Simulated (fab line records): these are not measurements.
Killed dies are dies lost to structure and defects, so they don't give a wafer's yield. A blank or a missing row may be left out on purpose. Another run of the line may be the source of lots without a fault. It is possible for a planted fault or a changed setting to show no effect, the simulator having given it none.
What tool caused it? -- flow n5Finfet -- 72 wafers from 24 lots sampled at 6 of the route's 1938 steps

WHAT THE GAUGES SHOWED, per wafer
Not one reading of a measure or inspect step in the record can be checked against a usual standard deviation.

TOOL THAT RAN EACH LOT (tool first, then ch and the chambers of the sampled wafers, then the start)
lot,N5_BEOL_M2_ANNEAL_87,N5_BEOL_M3_DESCUM_16,N5_BEOL_M3_ANNEAL_49,N5_BEOL_M3_SPUTTER_79,N5_BEOL_M3_SPUTTER_86,N5_BEOL_M4_ILD_DEP_00
L074,"pvdSputter-03, day 6 18:56","rieDiel-01 ch 0,2,3, day 6 22:22","pvdSputter-01, day 7 07:16","pvdSputter-01, day 7 07:25","pvdSputter-01, day 7 07:51","pecvd-01 ch 0,1, day 7 10:25"
L075,"pvdSputter-01, day 7 11:05","rieDiel-03 ch 0,1,2, day 7 14:10","pvdSputter-01, day 7 22:07","pvdSputter-01, day 8 00:23","pvdSputter-01, day 8 00:50","pecvd-01 ch 0,1,2, day 8 03:18"
L077,"pvdSputter-02, day 7 19:27","rieDiel-01 ch 0,1, day 7 22:28","pvdSputter-01, day 8 08:52","pvdSputter-01, day 8 09:01","pvdSputter-01, day 8 09:27","pecvd-01 ch 1,2, day 8 11:40"
L076,"pvdSputter-03, day 7 22:03","rieDiel-03 ch 0,2,3, day 8 01:59","pvdSputter-02, day 8 09:21","pvdSputter-02, day 8 09:29","pvdSputter-02, day 8 09:56","pecvd-04 ch 0,1,2, day 8 12:25"
L078,"pvdSputter-03, day 7 23:55","rieDiel-05 ch 0,2, day 8 03:02","pvdSputter-01, day 8 11:16","pvdSputter-01, day 8 11:25","pvdSputter-01, day 8 11:51","pecvd-03 ch 0,1, day 8 14:04"
L079,"pvdSputter-01, day 8 04:03","rieDiel-05 ch 2,3, day 8 07:30","pvdSputter-02, day 8 11:44","pvdSputter-02, day 8 11:53","pvdSputter-02, day 8 12:19","pecvd-01 ch 0,1,2, day 8 15:07"
L081,"pvdSputter-03, day 8 08:18","rieDiel-03 ch 1,2,3, day 8 11:43","pvdSputter-01, day 8 15:09","pvdSputter-01, day 8 15:17","pvdSputter-01, day 8 15:44","pecvd-04 ch 0,1,2, day 8 18:01"
L080,"pvdSputter-03, day 8 15:35","rieDiel-05 ch 0,2, day 8 18:46","pvdSputter-01, day 8 21:28","pvdSputter-01, day 8 21:37","pvdSputter-01, day 8 22:03","pecvd-04 ch 1,2, day 9 00:18"
L082,"pvdSputter-03, day 8 22:22","rieDiel-05 ch 0,1, day 9 03:16","pvdSputter-01, day 9 10:35","pvdSputter-01, day 9 10:43","pvdSputter-01, day 9 11:10","pecvd-03 ch 0,1,2, day 9 13:22"
L083,"pvdSputter-02, day 9 02:20","rieDiel-01 ch 0,2,3, day 9 09:16","pvdSputter-02, day 9 15:13","pvdSputter-02, day 9 15:21","pvdSputter-02, day 9 15:47","pecvd-01 ch 0,1, day 9 18:00"
L084,"pvdSputter-02, day 9 12:37","rieDiel-01 ch 0,1, day 9 15:47","pvdSputter-03, day 10 01:49","pvdSputter-03, day 10 01:58","pvdSputter-03, day 10 02:24","pecvd-03 ch 0,1, day 10 04:40"
L085,"pvdSputter-03, day 9 20:36","rieDiel-05 ch 0,1,2, day 10 00:48","pvdSputter-01, day 10 05:17","pvdSputter-01, day 10 05:26","pvdSputter-01, day 10 05:52","pecvd-01 ch 0,1, day 10 08:08"
L086,"pvdSputter-01, day 9 23:26","rieDiel-01 ch 2,3, day 10 02:24","pvdSputter-03, day 10 07:31","pvdSputter-03, day 10 07:40","pvdSputter-03, day 10 08:06","pecvd-03 ch 0,1, day 10 10:23"
L088,"pvdSputter-01, day 10 03:15","rieDiel-01 ch 0,1,3, day 10 09:58","pvdSputter-01, day 10 15:49","pvdSputter-01, day 10 15:58","pvdSputter-01, day 10 16:24","pecvd-01 ch 0,1,2, day 10 18:52"
L087,"pvdSputter-03, day 10 13:52","rieDiel-05 ch 0,1, day 10 16:59","pvdSputter-03, day 11 00:49","pvdSputter-03, day 11 00:57","pvdSputter-03, day 11 01:23","pecvd-04 ch 1,2, day 11 03:52"
L089,"pvdSputter-01, day 10 14:38","rieDiel-03 ch 0,3, day 10 18:38","pvdSputter-02, day 11 09:56","pvdSputter-02, day 11 10:04","pvdSputter-02, day 11 10:31","pecvd-04 ch 0,1, day 11 12:45"
L090,"pvdSputter-02, day 10 20:31","rieDiel-05 ch 0,1, day 10 23:29","pvdSputter-01, day 11 16:14","pvdSputter-01, day 11 16:23","pvdSputter-01, day 11 16:49","pecvd-04 ch 0,1,2, day 11 21:10"
L091,"pvdSputter-01, day 11 03:52","rieDiel-05 ch 2,3, day 11 08:04","pvdSputter-03, day 11 17:46","pvdSputter-03, day 11 17:55","pvdSputter-03, day 11 18:21","pecvd-03 ch 0,2, day 11 21:53"
L092,"pvdSputter-01, day 11 15:04","rieDiel-05 ch 0,2,3, day 11 21:08","pvdSputter-02, day 11 23:37","pvdSputter-02, day 11 23:45","pvdSputter-02, day 12 00:11","pecvd-03 ch 0,1,2, day 12 02:24"
L093,"pvdSputter-03, day 11 15:26","rieDiel-01 ch 0,1,2, day 11 21:24","pvdSputter-01, day 12 00:03","pvdSputter-01, day 12 00:11","pvdSputter-01, day 12 00:38","pecvd-03 ch 1,2, day 12 02:51"
L094,"pvdSputter-01, day 11 18:59","rieDiel-03 ch 1,2,3, day 11 23:16","pvdSputter-03, day 12 09:25","pvdSputter-03, day 12 09:34","pvdSputter-03, day 12 10:00","pecvd-01 ch 0,1,2, day 12 12:13"
L095,"pvdSputter-03, day 11 21:34","rieDiel-05 ch 0,1,2, day 12 03:02","pvdSputter-02, day 12 14:37","pvdSputter-02, day 12 14:46","pvdSputter-02, day 12 15:12","pecvd-04 ch 1,2, day 12 17:25"
L096,"pvdSputter-01, day 12 10:02","rieDiel-05 ch 1,2, day 12 17:07","pvdSputter-03, day 13 01:25","pvdSputter-03, day 13 01:33","pvdSputter-03, day 13 01:59","pecvd-03 ch 1,2, day 13 04:12"
L097,"pvdSputter-01, day 12 13:17","rieDiel-01 ch 1,3, day 12 17:19","pvdSputter-02, day 13 03:05","pvdSputter-02, day 13 03:14","pvdSputter-02, day 13 03:40","pecvd-03 ch 1,2, day 13 06:08"
- N5_BEOL_M2_ANNEAL_87: time 240 s.
- N5_BEOL_M3_DESCUM_16: chemistry O2, time 7 s.
- N5_BEOL_M3_ANNEAL_49: time 240 s.
- N5_BEOL_M3_SPUTTER_79: material Cu, target thk 4.5 nm, time 8.29 s.
- N5_BEOL_M3_SPUTTER_86: material Cu, target thk 4.5 nm, time 8.29 s.
- N5_BEOL_M4_ILD_DEP_00: deposits SiOC from DEMS/O2, target thk 79 nm, time 15.3 s.

WHAT THE TOOLS THEMSELVES READ (means of the sampled wafers that have a number; where no wafer has one, the mark that the record gives instead)
N5_BEOL_M2_ANNEAL_87.
lot,tool,heaterPowerW (W)
L074,pvdSputter-03,799
L075,pvdSputter-01,865
L077,pvdSputter-02,767
L076,pvdSputter-03,796
L078,pvdSputter-03,891
L079,pvdSputter-01,867
L081,pvdSputter-03,748
L080,pvdSputter-03,839
L082,pvdSputter-03,764
L083,pvdSputter-02,774
L084,pvdSputter-02,742
L085,pvdSputter-03,769
L086,pvdSputter-01,849
L088,pvdSputter-01,868
L087,pvdSputter-03,813
L089,pvdSputter-01,866
L090,pvdSputter-02,748
L091,pvdSputter-01,855
L092,pvdSputter-01,851
L093,pvdSputter-03,795
L094,pvdSputter-01,882
L095,pvdSputter-03,738
L096,pvdSputter-01,862
L097,pvdSputter-01,869

N5_BEOL_M3_DESCUM_16.
lot,tool,drypumpMotorCurrentA (A),oesProductAu (a.u.),rfVppV (V),showerheadPlenumPTorr (Torr),throttleValvePct (%)
L074,rieDiel-01,6.0,0.81,242.2,2.05,20.34
L075,rieDiel-03,5.5,0.79,242.2,2.06,20.50
L077,rieDiel-01,5.8,0.69,242.6,2.02,20.53
L076,rieDiel-03,6.0,0.78,243.3,2.05,20.30
L078,rieDiel-05,5.9,0.85,243.8,2.08,20.12
L079,rieDiel-05,5.7,0.90,243.9,2.12,20.04
L081,rieDiel-03,5.4,0.84,242.0,2.05,20.28
L080,rieDiel-05,6.2,0.81,242.0,2.06,20.33
L082,rieDiel-05,6.1,0.80,243.2,2.05,20.36
L083,rieDiel-01,6.0,0.79,242.3,2.05,20.38
L084,rieDiel-01,5.9,0.71,241.9,2.06,20.63
L085,rieDiel-05,5.8,0.81,243.4,2.08,20.17
L086,rieDiel-01,5.8,0.82,243.3,2.02,20.25
L088,rieDiel-01,6.0,0.70,242.1,2.01,20.45
L087,rieDiel-05,6.1,0.78,242.3,2.05,20.38
L089,rieDiel-03,6.5,0.95,242.5,2.03,20.00
L090,rieDiel-05,5.7,0.79,243.3,2.07,20.21
L091,rieDiel-05,5.6,0.87,244.2,2.11,20.07
L092,rieDiel-05,5.9,0.84,243.5,2.08,20.29
L093,rieDiel-01,5.8,0.85,243.7,2.12,20.37
L094,rieDiel-03,5.4,0.81,242.1,2.04,20.32
L095,rieDiel-05,5.8,0.80,243.2,2.07,20.21
L096,rieDiel-05,5.7,0.82,243.5,2.10,19.99
L097,rieDiel-01,6.1,0.80,242.7,2.06,20.15

N5_BEOL_M3_ANNEAL_49.
lot,tool,heaterPowerW (W)
L074,pvdSputter-01,856
L075,pvdSputter-01,865
L077,pvdSputter-01,852
L076,pvdSputter-02,744
L078,pvdSputter-01,873
L079,pvdSputter-02,744
L081,pvdSputter-01,861
L080,pvdSputter-01,865
L082,pvdSputter-01,863
L083,pvdSputter-02,791
L084,pvdSputter-03,763
L085,pvdSputter-01,864
L086,pvdSputter-03,829
L088,pvdSputter-01,861
L087,pvdSputter-03,761
L089,pvdSputter-02,744
L090,pvdSputter-01,868
L091,pvdSputter-03,838
L092,pvdSputter-02,781
L093,pvdSputter-01,889
L094,pvdSputter-03,804
L095,pvdSputter-02,719
L096,pvdSputter-03,871
L097,pvdSputter-02,724

N5_BEOL_M3_SPUTTER_79.
lot,tool,throttleValvePct (%)
L074,pvdSputter-01,30.8
L075,pvdSputter-01,30.1
L077,pvdSputter-01,31.2
L076,pvdSputter-02,30.1
L078,pvdSputter-01,28.9
L079,pvdSputter-02,30.2
L081,pvdSputter-01,31.1
L080,pvdSputter-01,29.8
L082,pvdSputter-01,30.4
L083,pvdSputter-02,29.8
L084,pvdSputter-03,29.1
L085,pvdSputter-01,31.3
L086,pvdSputter-03,29.9
L088,pvdSputter-01,29.6
L087,pvdSputter-03,29.1
L089,pvdSputter-02,29.9
L090,pvdSputter-01,30.1
L091,pvdSputter-03,29.7
L092,pvdSputter-02,29.8
L093,pvdSputter-01,29.2
L094,pvdSputter-03,29.0
L095,pvdSputter-02,29.9
L096,pvdSputter-03,29.1
L097,pvdSputter-02,29.9

N5_BEOL_M3_SPUTTER_86.
lot,tool,throttleValvePct (%)
L074,pvdSputter-01,30.7
L075,pvdSputter-01,30.2
L077,pvdSputter-01,31.2
L076,pvdSputter-02,30.1
L078,pvdSputter-01,28.9
L079,pvdSputter-02,30.1
L081,pvdSputter-01,30.9
L080,pvdSputter-01,29.5
L082,pvdSputter-01,30.2
L083,pvdSputter-02,29.6
L084,pvdSputter-03,29.1
L085,pvdSputter-01,31.4
L086,pvdSputter-03,29.7
L088,pvdSputter-01,29.6
L087,pvdSputter-03,29.1
L089,pvdSputter-02,29.8
L090,pvdSputter-01,30.2
L091,pvdSputter-03,29.8
L092,pvdSputter-02,29.7
L093,pvdSputter-01,29.1
L094,pvdSputter-03,29.0
L095,pvdSputter-02,29.7
L096,pvdSputter-03,29.2
L097,pvdSputter-02,29.9

N5_BEOL_M4_ILD_DEP_00.
lot,tool,heaterPowerW (W),showerheadPlenumPTorr (Torr),throttleValvePct (%)
L074,pecvd-01,521,5.709,11.9
L075,pecvd-01,471,5.701,12.7
L077,pecvd-01,561,5.695,13.0
L076,pecvd-04,396,5.695,11.7
L078,pecvd-03,451,5.686,11.8
L079,pecvd-01,504,5.694,12.5
L081,pecvd-04,445,5.697,11.6
L080,pecvd-04,421,5.711,11.8
L082,pecvd-03,434,5.692,11.7
L083,pecvd-01,510,5.715,12.1
L084,pecvd-03,395,5.686,11.7
L085,pecvd-01,531,5.709,12.5
L086,pecvd-03,449,5.683,11.8
L088,pecvd-01,512,5.702,11.9
L087,pecvd-04,361,5.693,11.9
L089,pecvd-04,434,5.685,11.5
L090,pecvd-04,412,5.694,11.9
L091,pecvd-03,413,5.702,12.7
L092,pecvd-03,417,5.692,12.0
L093,pecvd-03,465,5.671,11.1
L094,pecvd-01,493,5.690,11.9
L095,pecvd-04,372,5.696,11.9
L096,pecvd-03,470,5.668,11.0
L097,pecvd-03,475,5.672,11.1

THE ANSWER, worked out from the rows above alone
Rule: usual is defined by the lots themselves. The widest of any qualifying gaps counts: lots, ordered by their means at a reading, are off when they make up no more than a third of the lots, leave a main group of 4 or more, and stand apart from it by 3 or more times the standard deviation of that group's means. Not used: any main group whose means are identical at the precision the tables above print for the reading. Also off: a lot with no number at a reading for which 4 or more lots have one. Where the step has rows for the other lots, those lots are counted as sound. First the gauges in route order, then the tools' own readings, where a lot's mean is used as printed above. The first step at which some lot is off is used, and at that step the reading that is off furthest; a lot without a number counts as furthest.
No lot is off on any of the readings shown, so nothing can be concluded from this.

WHAT THE SIMULATOR HAD PUT IN
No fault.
